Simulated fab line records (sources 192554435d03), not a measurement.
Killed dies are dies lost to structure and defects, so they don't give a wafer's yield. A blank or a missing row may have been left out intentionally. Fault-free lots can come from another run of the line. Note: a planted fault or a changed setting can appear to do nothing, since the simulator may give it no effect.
Matching of chambers :: flow n5-finfet :: N5_PMOS_HMC_CHANNEL_EPI_HM_DEP_34 on pecvd-02: 3 sister chambers
The step deposits SiO2 from TEOS/O2, target thk 36 nm, time 6.9 s. 3 wafers are shown with their chamber, then 10 later ones without.

== EACH WAFER AND ITS CHAMBER ==
wafer: L087.1
chamber: 1
throttle-valve-pct (%): 18.1

wafer: L087.3
chamber: 2
throttle-valve-pct (%): 16.6

wafer: L089.4
chamber: 0
throttle-valve-pct (%): 17.9

== WAFERS MISSING THEIR CHAMBER ==
wafer: L089.6
throttle-valve-pct (%): 18.6

wafer: L090.1
throttle-valve-pct (%): 18.5

wafer: L090.4
throttle-valve-pct (%): 16.6

wafer: L090.6
throttle-valve-pct (%): 18.1

wafer: L094.2
throttle-valve-pct (%): 18.7

wafer: L094.5
throttle-valve-pct (%): 18.8

wafer: L094.6
throttle-valve-pct (%): 16.7

wafer: L095.1
throttle-valve-pct (%): 16.7

wafer: L095.3
throttle-valve-pct (%): 18.8

wafer: L095.4
throttle-valve-pct (%): 18.3

== CHAMBER TAKEN BY EACH ==
wafer: L089.6
from the rows above: can't be placed: 1 or 0
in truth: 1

wafer: L090.1
from the rows above: can't be placed: 1 or 0
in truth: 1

wafer: L090.4
from the rows above: 2
in truth: 2

wafer: L090.6
from the rows above: can't be placed: 1 or 0
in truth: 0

wafer: L094.2
from the rows above: can't be placed: 1 or 0
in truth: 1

wafer: L094.5
from the rows above: can't be placed: 1 or 0
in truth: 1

wafer: L094.6
from the rows above: 2
in truth: 2

wafer: L095.1
from the rows above: 2
in truth: 2

wafer: L095.3
from the rows above: can't be placed: 1 or 0
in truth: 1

wafer: L095.4
from the rows above: can't be placed: 1 or 0
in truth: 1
3 of 10 placed correctly. Not placeable from these rows: 7 (in 7, the candidates include the true chamber). Placed wrongly: 0.
How it was worked out, from the rows above alone: a wafer's distance from a chamber is the root of the sum, over the readings, of the square of ((its reading less the chamber's mean) divided by the reading's scatter). If the next closest chamber is less than 2 further off than the closest, the wafer can't be placed; otherwise it belongs to the closest. A chamber's mean is the mean of its shown wafers. The scatter (one wafer shown for each chamber): square how far every hidden wafer sits from the nearest shown wafer, average those squares and take the square root.
